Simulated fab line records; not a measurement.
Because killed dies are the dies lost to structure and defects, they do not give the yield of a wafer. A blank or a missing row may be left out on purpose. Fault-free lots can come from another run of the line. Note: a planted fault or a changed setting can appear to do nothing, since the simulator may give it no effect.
Matching of chambers ; flow nand-harc ; NHARC_A_STAIRCASE_TRIM_229 on rie-diel-11 has 4 sister chambers
The step chemistry O2, time 211.2 s. 8 wafers are shown with their chamber, then 12 later ones without.

EACH WAFER AND ITS CHAMBER
wafer;chamber;showerhead-plenum-p-Torr (Torr);drypump-motor-current-A (A)
L085.5;2;3.41;6.4
L085.6;3;3.46;6.0
L086.1;0;3.36;6.1
L086.3;1;3.62;5.7
L086.4;2;3.41;6.4
L091.1;1;3.61;5.7
L091.3;3;3.45;6.1
L091.6;0;3.35;6.1

WAFERS WITHOUT THEIR CHAMBER
wafer;showerhead-plenum-p-Torr (Torr);drypump-motor-current-A (A)
L092.1;3.45;6.1
L092.3;3.61;5.7
L092.6;3.40;6.4
L093.1;3.45;6.0
L093.3;3.35;6.1
L093.6;3.35;6.2
L094.1;3.45;6.0
L094.2;3.35;6.0
L094.4;3.61;5.7
L096.1;3.61;5.7
L096.2;3.35;6.2
L096.6;3.40;6.4

WHICH CHAMBER EACH WENT THROUGH
wafer;from the rows above;in truth
L092.1;3;3
L092.3;1;1
L092.6;2;2
L093.1;3;3
L093.3;0;0
L093.6;0;0
L094.1;3;3
L094.2;0;0
L094.4;1;1
L096.1;1;1
L096.2;0;0
L096.6;2;2
Placed correctly: 12 of 12. Left unplaced by these rows: 0. Placed wrongly: 0.
How it was worked out, from the rows above alone: a wafer's distance from a chamber is the root of the sum, over the readings, of the square of ((its reading less the chamber's mean) divided by the reading's scatter). The wafer belongs to the nearest chamber; if the next one is less than 2 further off, it can't be placed. For every chamber, the mean is computed from those of its wafers that are shown. The scatter is the square root of a quotient: the sum, over the shown wafers, of each reading's squared deviation from its chamber's mean, divided by wafers minus chambers.
